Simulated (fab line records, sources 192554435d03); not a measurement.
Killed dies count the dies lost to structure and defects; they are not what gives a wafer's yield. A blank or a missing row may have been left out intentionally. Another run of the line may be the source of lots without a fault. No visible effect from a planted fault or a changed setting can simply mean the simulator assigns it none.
Chamber matching -- flow n5_finfet -- N5_BEOL_M10_DESCUM_33 on rie_diel-03 has 4 sister chambers
The step chemistry O2, time 7.9 s. 4 wafers are shown with their chamber, then 9 later ones without.

WAFERS WITH THEIR CHAMBER
wafer,chamber,drypump_motor_current_A (A)
L085.3,0,5.09
L085.6,2,5.72
L083.1,3,5.96
L083.5,1,5.22

WAFERS WITHOUT THEIR CHAMBER
wafer,drypump_motor_current_A (A)
L086.1,5.70
L086.3,5.25
L086.4,5.10
L093.3,5.91
L093.5,5.24
L093.6,5.71
L096.1,5.68
L096.5,5.07
L096.6,5.23

WHICH CHAMBER EACH ONE RAN IN
wafer,from the rows above,in truth
L086.1,2,2
L086.3,1,1
L086.4,0,0
L093.3,3,3
L093.5,1,1
L093.6,2,2
L096.1,2,2
L096.5,0,0
L096.6,1,1
9 of 9 placed correctly. Can't be placed from these rows: 0. Number placed wrongly: 0.
How it was worked out, from the rows above alone: a wafer's distance from a chamber is the root of the sum, over the readings, of the square of ((its reading less the chamber's mean) divided by the reading's scatter). If the next closest chamber is less than 2 further off than the closest, the wafer can't be placed; otherwise it belongs to the closest. The mean given for a chamber averages the wafers shown for that chamber. The scatter (one wafer shown for each chamber): square how far every hidden wafer sits from the nearest shown wafer, average those squares and take the square root.
